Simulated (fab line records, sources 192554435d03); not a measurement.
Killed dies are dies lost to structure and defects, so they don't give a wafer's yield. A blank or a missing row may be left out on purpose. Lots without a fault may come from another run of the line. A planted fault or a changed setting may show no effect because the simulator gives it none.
Chamber matching | flow n5_finfet | N5_BEOL_M9_VIA_ETCH_34 on rie_diel-05: 4 sister chambers
The step etches SiCOH lowk in C4F6/O2, target depth 182.4 nm, time 68.4 s. 8 wafers are shown with their chamber, then 8 later ones without.

WAFERS WITH THEIR CHAMBER
wafer  | chamber | drypump_motor_current_A (A) | rf_vpp_V (V)
L082.5 | 0       | 5.8                         | 644
L081.1 | 3       | 4.7                         | 666
L081.5 | 0       | 5.8                         | 644
L085.5 | 3       | 4.7                         | 666
L086.3 | 2       | 6.4                         | 680
L086.5 | 2       | 6.3                         | 679
L086.6 | 1       | 5.2                         | 676
L093.1 | 1       | 5.2                         | 678

WAFERS WITHOUT THEIR CHAMBER
wafer  | drypump_motor_current_A (A) | rf_vpp_V (V)
L093.3 | 4.7                         | 666
L093.5 | 6.3                         | 680
L091.1 | 5.2                         | 678
L091.2 | 5.8                         | 644
L091.4 | 4.7                         | 665
L097.3 | 6.3                         | 681
L097.5 | 5.9                         | 644
L097.6 | 5.2                         | 679

WHICH CHAMBER EACH WENT THROUGH
wafer  | from the rows above | in truth
L093.3 | 3                   | 3
L093.5 | 2                   | 2
L091.1 | 1                   | 1
L091.2 | 0                   | 0
L091.4 | 3                   | 3
L097.3 | 2                   | 2
L097.5 | 0                   | 0
L097.6 | 1                   | 1
Placed correctly: 8 of 8. Can't be placed from these rows: 0. Placed wrongly: 0.
How it was worked out, from the rows above alone: a wafer's distance from a chamber is the root of the sum, over the readings, of the square of ((its reading less the chamber's mean) divided by the reading's scatter). The wafer belongs to the nearest chamber; if the next one is less than 2 further off, it can't be placed. A chamber's mean is the mean of its shown wafers. The scatter: the root of (the sum of the squares of (reading less its chamber's mean) over the shown wafers, divided by (wafers less chambers)).
